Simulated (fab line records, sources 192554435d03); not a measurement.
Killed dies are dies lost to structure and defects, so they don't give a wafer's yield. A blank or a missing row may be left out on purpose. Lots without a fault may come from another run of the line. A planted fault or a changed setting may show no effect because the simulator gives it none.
Split-lot experiment | flow n5_finfet | 7 lots, 21 wafers read, on a route of 1938 steps

THE SPLIT
At N5_MOL_CONTACT_COAG_EXPOSE_81 (exposes mask VG, defocus 0 nm), the setting dose_mj was moved away from the recipe's 59.5 on 4 of the 21 wafers read, by -5.8% to +6.9%. The other wafers ran this setting at the recipe's value.

FROM THE SPLIT TO THE READING: what the file shows between them, 2 steps
- N5_MOL_CONTACT_COAG_PEB_82: peb time 60 s
- N5_MOL_CONTACT_COAG_DEVELOP_83: develop time 30 s

THE READING
cd_nm, in nm, at N5_MOL_CONTACT_COAG_CD_MEAS_84 (target cd 25.1 nm). Fault-free wafers of this fab line usually give 25.06 nm, standard deviation 0.26 nm.

wafer  | tool, chamber at the split | dose_mj as run | against the recipe | cd_nm, nm | against lot-mates on the recipe
L075.2 | euv_scanner-02, 0          | 59.5           | recipe             | 24.61     | -
L075.3 | euv_scanner-02, 0          | 59.5           | recipe             | 24.81     | -
L075.5 | euv_scanner-02, 0          | 59.5           | recipe             | 24.97     | -
L080.1 | euv_scanner-02, 0          | 59.5           | recipe             | 25.30     | -
L080.3 | euv_scanner-02, 0          | 59.5           | recipe             | 25.26     | -
L080.5 | euv_scanner-02, 0          | 59.5           | recipe             | 25.34     | -
L084.1 | euv_scanner-02, 0          | 59.5           | recipe             | 25.25     | -
L084.4 | euv_scanner-02, 0          | 56.07          | -5.8%              | 24.13     | -1.02
L084.5 | euv_scanner-02, 0          | 59.5           | recipe             | 25.05     | -
L091.1 | euv_scanner-01, 0          | 59.5           | recipe             | 25.01     | -
L091.3 | euv_scanner-01, 0          | 59.5           | recipe             | 25.06     | -
L091.5 | euv_scanner-01, 0          | 59.5           | recipe             | 24.72     | -
L095.2 | euv_scanner-01, 0          | 59.5           | recipe             | 25.05     | -
L095.3 | euv_scanner-01, 0          | 59.5           | recipe             | 24.98     | -
L095.4 | euv_scanner-01, 0          | 59.5           | recipe             | 24.97     | -
L096.1 | euv_scanner-01, 0          | 59.5           | recipe             | 25.31     | -
L096.4 | euv_scanner-01, 0          | 59.5           | recipe             | 25.30     | -
L096.5 | euv_scanner-01, 0          | 57.44          | -3.5%              | 24.25     | -1.05
L097.1 | euv_scanner-01, 0          | 63.63          | +6.9%              | 26.13     | +1.24
L097.2 | euv_scanner-01, 0          | 63.63          | +6.9%              | 26.46     | +1.57
L097.6 | euv_scanner-01, 0          | 59.5           | recipe             | 24.89     | -

THE FIT
A straight line over all 21 wafers: cd_nm changes by +0.179 nm for each +1% of dose_mj; r = +0.92; the points scatter about the line by 0.21 nm.
The same after taking each lot's own level away (the mean of its wafers on the recipe; 21 wafers): +0.205 nm for each +1%; r = +0.97; scatter 0.14 nm.
On that fit, the largest move of dose_mj shifts the reading by 1.4 nm.
The lots' own levels span 24.797 to 25.305 nm, that is 2.0 times the standard deviation above.
So the lot-to-lot level changes the slope: the two fits differ.
Check: with one of the wafers moved furthest among these (+6.9%) left out of the fit, the line predicts +1.52 nm for it against its lot-mates. It came out at +1.24 nm against them.

THE FILE'S OWN FIT
cd_nm changes by +0.206 nm for each +1% of dose_mj, r = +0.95.
